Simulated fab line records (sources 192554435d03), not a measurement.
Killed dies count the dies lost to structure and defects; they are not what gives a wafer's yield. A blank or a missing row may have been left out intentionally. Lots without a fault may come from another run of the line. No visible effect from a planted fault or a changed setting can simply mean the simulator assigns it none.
fab line records + flow n5_finfet + part 2 of 2: steps 23 to 30 of 30
[record]
- lots = 5
- wafers = 15
- last_day = 19
route steps=1938 shown DUMMY_REMOVAL@382 HKMG_FIN@385
lots that met no fault: from a run of the same line without faults
start_h: hours from the record's first day to the start of the lot's first wafer shown + wait_h: time in hours since the lot's previous step + " identical to the entry in the row above + L1.1+2: a row that stands for several wafers + - either no value or no given start + * or withheld: withheld + < > ~ a bound
route shown NAME@n: a module of which the file shows steps, and the number in the route of the first + usual: mean and standard deviation over wafers with no fault + same: alike in all rows + chamber/n: place in a boat + sites: each site's reading + _std_site: their standard deviation + _edge_site: the outer-site mean with the inner-site mean subtracted + radius_mm: for every site, how far away it sits from the centre of the wafer + mask NAME#n: copy n + behind: tool/chamber where the wafer was last shaped + hold: the reason the lot was held/the length of the hold in hours/how it ended + device: names the non-switching transistor (n, p or np) + end of line: tests of these same wafers at the route's end + step lacking rows: just its recipe + killed: dies lost to structure and defects at the first sort, not the wafer's yield + map: dies across one wafer; x = killed, . = not, _ = none there
set.NAME: the setting that was run; set.NAME@STEP: the one run at that earlier step + model.NAME: the simulator's own value behind a step, which no gauge read
lots at selected steps of the route; one table per step, one row per wafer
services: from which hour (start_h, from the record's first day; less than 0 if before it) a tool's chamber was out of use, for how many hours, and why
[[steps]]
[step N5_HKMG_FIN_STRIP_56]
[recipe]
- chemistry = N2/H2
- temp_c = 40
- n2_flow_sccm = 200
- h2_flow_sccm = 200
- rf_frequency_hz = 6e+07
| lot.wafer  | tool        | chamber | start_h | wait_h |
|------------|-------------|---------|---------|--------|
| L080.2+5+6 | rie_diel-01 | 1,3,2   | 108.30  | 0.1    |
| L084.1+3+4 | rie_diel-06 | 2,1,0   | 133.15  | 0.1    |
| L085.2+4+5 | rie_diel-01 | 1,3,0   | 139.89  | 0.1    |
| L095.1+2+4 | rie_diel-01 | 1,0,3   | 202.52  | 0.1    |
| L097.1+2+3 | rie_diel-06 | 2,0,1   | 209.63  | 0.1    |
[step N5_HKMG_FIN_STRIP_57]
[recipe]
- chemistry = CF4
- resist = SiARC
- power_w = 300
- bias_power_w = 75
- pressure_mtorr = 50
- cf4_flow_sccm = 150
- rf_frequency_hz = 6e+07
[usual]
- drypump_motor_current_A = 5.7/0.45
- oes_product_au = 0.80/0.081
- rf_vpp_V = 271.0/1.1
- showerhead_plenum_p_Torr = 1.79/0.045
- throttle_valve_pct = 13.53/0.24
| lot.wafer | tool        | chamber | start_h | wait_h | drypump_motor_current_A | oes_product_au | rf_hours_counter_h | rf_vpp_V | showerhead_plenum_p_Torr | throttle_valve_pct |
|-----------|-------------|---------|---------|--------|-------------------------|----------------|--------------------|----------|--------------------------|--------------------|
| L080.2    | rie_diel-01 | 1       | 108.31  | 0.0    | 6.0                     | 0.83           | 51                 | 270.5    | 1.82                     | 13.30              |
| L080.5    | "           | 3       | "       | "      | 6.0                     | 0.80           | -                  | 270.3    | 1.82                     | 13.82              |
| L080.6    | "           | 2       | "       | "      | 5.4                     | 0.88           | -                  | 268.6    | 1.75                     | 13.40              |
| L084.1    | rie_diel-06 | 2       | 133.16  | 0.0    | 4.6                     | 0.83           | 71                 | 270.5    | 1.82                     | 13.68              |
| L084.3    | "           | 1       | "       | "      | 5.3                     | 0.71           | 191                | 268.2    | 1.71                     | 13.64              |
| L084.4    | "           | 0       | "       | "      | 5.4                     | 0.85           | 48                 | 271.2    | 1.84                     | 13.28              |
| L085.2    | rie_diel-01 | 1       | 139.90  | 0.0    | 6.0                     | 0.82           | 64                 | 271.9    | 1.82                     | 13.35              |
| L085.4    | "           | 3       | "       | "      | 6.0                     | 0.79           | 91                 | 271.9    | 1.82                     | 13.85              |
| L085.5    | "           | 0       | "       | "      | 5.8                     | 0.95           | -                  | 272.2    | 1.85                     | 13.16              |
| L095.1    | rie_diel-01 | 1       | 202.53  | 0.0    | 5.9                     | 0.80           | 86                 | 270.8    | 1.81                     | 13.37              |
| L095.2    | "           | 0       | "       | "      | 5.8                     | 0.89           | 29                 | 271.7    | 1.84                     | 13.22              |
| L095.4    | "           | 3       | "       | "      | 6.0                     | 0.77           | 115                | 272.5    | 1.81                     | 13.91              |
| L097.1    | rie_diel-06 | 2       | 209.64  | 0.0    | 4.6                     | 0.80           | 99                 | 272.3    | 1.81                     | 13.75              |
| L097.2    | "           | 0       | "       | "      | 5.5                     | 0.82           | 77                 | 271.7    | 1.83                     | 13.36              |
| L097.3    | "           | 1       | "       | "      | 5.3                     | 0.70           | 218                | 269.0    | 1.70                     | 13.70              |
[step N5_HKMG_FIN_ETCH_58]
[recipe]
- chemistry = N2/H2
- target = SOC
- target_depth_a = 2158
- ion_energy_ev = 50
- bias_w = 13
- time_s = 741
- pressure_mtorr = 30
- source_w = 875
- n2_flow_sccm = 200
- h2_flow_sccm = 200
[usual]
- bias_w = 13.00/0.039
- drypump_motor_current_A = 5.7/0.45
- oes_product_au = 0.81/0.088
- rf_vpp_V = 99.2/0.8
- showerhead_plenum_p_Torr = 2.54/0.053
- throttle_valve_pct = 17.76/0.29
| lot.wafer | tool        | chamber | start_h | wait_h | bias_w | drypump_motor_current_A | oes_product_au | rf_hours_counter_h | rf_vpp_V | showerhead_plenum_p_Torr | throttle_valve_pct |
|-----------|-------------|---------|---------|--------|--------|-------------------------|----------------|--------------------|----------|--------------------------|--------------------|
| L080.2    | rie_diel-01 | 1       | 108.33  | 0.0    | 13.03  | 6.0                     | 0.85           | 51                 | 100.4    | 2.55                     | 17.32              |
| L080.5    | "           | 3       | "       | "      | 13.01  | 6.0                     | 0.82           | -                  | 98.3     | 2.58                     | 18.02              |
| L080.6    | "           | 2       | "       | "      | 13.01  | 5.4                     | 0.88           | -                  | 99.8     | 2.52                     | 17.98              |
| L084.1    | rie_diel-06 | 2       | 133.18  | 0.0    | 13.04  | 4.6                     | 0.84           | 71                 | 100.6    | 2.58                     | 17.97              |
| L084.3    | "           | 1       | "       | "      | 12.99  | 5.3                     | 0.72           | 192                | 98.7     | 2.43                     | 17.99              |
| L084.4    | "           | 0       | "       | "      | 13.03  | 5.5                     | 0.85           | 48                 | 99.9     | 2.60                     | 17.58              |
| L085.2    | rie_diel-01 | 1       | 139.92  | 0.0    | 13.01  | 6.0                     | 0.83           | 64                 | 98.3     | 2.55                     | 17.35              |
| L085.4    | "           | 3       | "       | "      | 13.01  | 6.1                     | 0.81           | 91                 | 98.7     | 2.58                     | 18.04              |
| L085.5    | "           | 0       | "       | "      | 12.96  | 5.8                     | 1.00           | -                  | 99.1     | 2.61                     | 17.28              |
| L095.1    | rie_diel-01 | 1       | 202.55  | 0.0    | 13.01  | 6.0                     | 0.81           | 86                 | 99.7     | 2.54                     | 17.39              |
| L095.2    | "           | 0       | "       | "      | 13.02  | 5.8                     | 0.93           | 29                 | 99.0     | 2.60                     | 17.30              |
| L095.4    | "           | 3       | "       | "      | 12.91  | 6.0                     | 0.79           | 115                | 100.3    | 2.57                     | 18.08              |
| L097.1    | rie_diel-06 | 2       | 209.66  | 0.0    | 13.04  | 4.6                     | 0.81           | 99                 | 98.5     | 2.57                     | 18.03              |
| L097.2    | "           | 0       | "       | "      | 13.05  | 5.4                     | 0.80           | 77                 | 98.9     | 2.58                     | 17.62              |
| L097.3    | "           | 1       | "       | "      | 12.97  | 5.3                     | 0.69           | 218                | 97.7     | 2.42                     | 18.06              |
[step N5_HKMG_FIN_STRIP_93]
[recipe]
- chemistry = N2/H2
- material = SOC
- time_s = 20
- power_w = 500
- temp_c = 40
- pressure_mtorr = 50
- rf_frequency_hz = 6e+07
- bias_power_w = 8
- h2_frac = 0.5
- n2_flow_sccm = 300
- h2_flow_sccm = 300
[usual]
- drypump_motor_current_A = 5.7/0.45
- oes_product_au = 0.81/0.087
- rf_vpp_V = 54.3/0.85
- showerhead_plenum_p_Torr = 3.36/0.068
- throttle_valve_pct = 19.0/0.41
| lot.wafer | tool        | chamber | start_h | wait_h | drypump_motor_current_A | oes_product_au | rf_hours_counter_h | rf_vpp_V | showerhead_plenum_p_Torr | throttle_valve_pct |
|-----------|-------------|---------|---------|--------|-------------------------|----------------|--------------------|----------|--------------------------|--------------------|
| L080.2    | rie_diel-01 | 1       | 108.75  | 0.2    | 6.0                     | 0.84           | 51                 | 54.6     | 3.37                     | 18.4               |
| L080.5    | "           | 3       | "       | "      | 6.0                     | 0.81           | -                  | 55.4     | 3.41                     | 19.2               |
| L080.6    | "           | 2       | "       | "      | 5.5                     | 0.88           | -                  | 54.3     | 3.33                     | 19.5               |
| L084.1    | rie_diel-06 | 2       | 133.61  | 0.2    | 4.6                     | 0.83           | 72                 | 54.2     | 3.40                     | 19.2               |
| L084.3    | "           | 1       | "       | "      | 5.3                     | 0.73           | 192                | 51.8     | 3.22                     | 19.5               |
| L084.4    | "           | 0       | "       | "      | 5.5                     | 0.86           | 48                 | 53.7     | 3.43                     | 19.3               |
| L085.2    | rie_diel-01 | 1       | 140.35  | 0.2    | 6.0                     | 0.82           | 64                 | 53.4     | 3.37                     | 18.4               |
| L085.4    | "           | 3       | "       | "      | 6.1                     | 0.82           | 91                 | 54.5     | 3.40                     | 19.2               |
| L085.5    | "           | 0       | "       | "      | 5.8                     | 1.00           | -                  | 53.1     | 3.44                     | 18.4               |
| L095.1    | rie_diel-01 | 1       | 202.98  | 0.2    | 6.0                     | 0.80           | 86                 | 54.6     | 3.36                     | 18.5               |
| L095.2    | "           | 0       | "       | "      | 5.8                     | 0.94           | 29                 | 55.1     | 3.43                     | 18.5               |
| L095.4    | "           | 3       | "       | "      | 6.1                     | 0.78           | 115                | 53.9     | 3.39                     | 19.2               |
| L097.1    | rie_diel-06 | 2       | 210.09  | 0.2    | 4.6                     | 0.81           | 100                | 54.7     | 3.39                     | 19.2               |
| L097.2    | "           | 0       | "       | "      | 5.5                     | 0.80           | 77                 | 53.5     | 3.41                     | 19.4               |
| L097.3    | "           | 1       | "       | "      | 5.3                     | 0.72           | 218                | 55.6     | 3.21                     | 19.5               |
[step N5_HKMG_FIN_WET_ETCH_76]
[recipe]
- chemistry = dNH4OH
- mix = 1:50
- temp_c = 25
- target = Al2O3
- stop_on = La2O3
- target_depth_nm = 2.25
- dry = ipa_marangoni
- rinse_time_s = 30
- rinse_temp_c = 23
[same]
- rinse_time_s = 30
| lot.wafer  | tool         | chamber | start_h | wait_h |
|------------|--------------|---------|---------|--------|
| L080.2+5+6 | wet_bench-04 | 4,5,3   | 108.84  | 0.1    |
| L084.1+3+4 | wet_bench-02 | 4,2,5   | 133.69  | 0.1    |
| L085.2+4+5 | wet_bench-02 | 6,4,3   | 140.43  | 0.1    |
| L095.1+2+4 | wet_bench-04 | 7,5,3   | 203.06  | 0.1    |
| L097.1+2+3 | wet_bench-06 | 1,7,5   | 210.17  | 0.1    |
[step N5_HKMG_FIN_STRIP_60]
[recipe]
- chemistry = N2/H2
- power_w = 2500
- temp_c = 300
- h2_frac = 0.65
- time_s = 360
- pressure_mtorr = withheld
- n2_flow_sccm = 1750
- h2_flow_sccm = 3250
[usual]
- drypump_motor_current_A = 5.6/0.37
- heater_power_w = 485/58
| lot.wafer | tool            | chamber | start_h | wait_h | drypump_motor_current_A | heater_power_w | rf_hours_counter_h |
|-----------|-----------------|---------|---------|--------|-------------------------|----------------|--------------------|
| L080.2    | plasma_asher-02 | 1       | 109.00  | 0.1    | 5.7                     | 542            | 92                 |
| L080.5    | "               | 0       | "       | "      | 5.1                     | 405            | -                  |
| L080.6    | "               | 1       | "       | "      | 5.7                     | 550            | -                  |
| L084.1    | plasma_asher-01 | 0       | 133.76  | 0.0    | 6.1                     | 531            | 49                 |
| L084.3    | "               | 1       | "       | "      | 5.6                     | 471            | -                  |
| L084.4    | "               | 0       | "       | "      | 6.1                     | 533            | -                  |
| L085.2    | plasma_asher-02 | 1       | 140.50  | 0.0    | 5.7                     | 536            | 98                 |
| L085.4    | "               | 0       | "       | "      | 5.1                     | 383            | -                  |
| L085.5    | "               | 1       | "       | "      | 5.7                     | 533            | -                  |
| L095.1    | plasma_asher-02 | 1       | 203.13  | 0.0    | 5.7                     | 537            | 111                |
| L095.2    | "               | 0       | "       | "      | 5.0                     | 407            | 111                |
| L095.4    | "               | 1       | "       | "      | 5.7                     | 540            | -                  |
| L097.1    | plasma_asher-02 | 1       | 210.28  | 0.0    | 5.7                     | 526            | 113                |
| L097.2    | "               | 0       | "       | "      | 5.0                     | 401            | 113                |
| L097.3    | "               | 0       | "       | "      | 5.0                     | 408            | -                  |
[step N5_HKMG_FIN_WET_ETCH_77]
[recipe]
- chemistry = dHCl
- mix = 1:10000
- temp_c = 25
- target = La2O3
- stop_on = HfO2
- target_depth_nm = 2
| lot.wafer  | tool         | chamber | start_h | wait_h |
|------------|--------------|---------|---------|--------|
| L080.2+5+6 | wet_bench-06 | 2,3,5   | 109.39  | 0.3    |
| L084.1+3+4 | wet_bench-02 | 6,2,7   | 134.14  | 0.3    |
| L085.2+4+5 | wet_bench-04 | 7,3,0   | 140.89  | 0.3    |
| L095.1+2+4 | wet_bench-02 | 1,6,7   | 203.52  | 0.3    |
| L097.1+2+3 | wet_bench-02 | 7,3,4   | 210.66  | 0.3    |
[step N5_HKMG_FIN_WET_ETCH_78]
[recipe]
- chemistry = dNH4OH
- mix = 1:50
- temp_c = 25
- target = Al2O3
- stop_on = La2O3
- target_depth_nm = 4.5
- dry = ipa_marangoni
- rinse_time_s = 30
- rinse_temp_c = 23
[same]
- rinse_time_s = 30
| lot.wafer  | tool         | chamber | start_h | wait_h |
|------------|--------------|---------|---------|--------|
| L080.2+5+6 | wet_bench-06 | 2,3,5   | 109.42  | 0.0    |
| L084.1+3+4 | wet_bench-02 | 6,2,7   | 134.17  | 0.0    |
| L085.2+4+5 | wet_bench-04 | 7,3,0   | 140.92  | 0.0    |
| L095.1+2+4 | wet_bench-02 | 1,6,7   | 203.55  | 0.0    |
| L097.1+2+3 | wet_bench-02 | 7,3,4   | 210.69  | 0.0    |
[[services]]
| tool            | chamber | start_h | hours | kind                          |
|-----------------|---------|---------|-------|-------------------------------|
| arfi_scanner-02 | -       | 84.36   | 1.0   | pm                            |
| rie_diel-01     | 0       | 100.97  | -     | clean                         |
| rie_diel-01     | 0       | 100.97  | -     | consumable_replace:focus_ring |
| rie_diel-01     | 0       | 100.97  | 22.1  | scheduled_down                |
| rie_diel-01     | 0       | 100.97  | 22.1  | vent_cycle                    |
| arfi_scanner-03 | -       | 103.09  | 1.3   | pm                            |
| arfi_scanner-03 | -       | 104.39  | 0.8   | pm                            |
| arfi_scanner-02 | -       | 114.31  | 1.0   | pm                            |
| rie_diel-06     | 1       | 121.89  | 3.9   | repair                        |
| arfi_scanner-01 | -       | 123.90  | 1.3   | pm                            |
| arfi_scanner-02 | -       | 126.57  | 3.2   | repair                        |
| ald_hk-01       | -       | 136.72  | 1.2   | repair                        |
| arfi_scanner-02 | -       | 138.51  | 0.8   | repair                        |
| arfi_scanner-01 | -       | 138.58  | 3.1   | pm                            |
| arfi_scanner-01 | -       | 147.91  | 0.8   | repair                        |
| arfi_scanner-02 | -       | 159.69  | 2.6   | repair                        |
| arfi_scanner-02 | -       | 162.94  | 5.2   | repair                        |
| rie_diel-06     | 1       | 168.38  | 3.6   | repair                        |
| arfi_scanner-01 | -       | 181.14  | 0.8   | pm                            |
| arfi_scanner-03 | -       | 184.38  | 9.0   | repair                        |
| arfi_scanner-01 | -       | 187.00  | 1.0   | pm                            |
| arfi_scanner-02 | -       | 196.84  | 1.3   | pm                            |
| arfi_scanner-03 | -       | 197.11  | 1.0   | pm                            |
| arfi_scanner-02 | -       | 207.50  | 14.0  | repair                        |
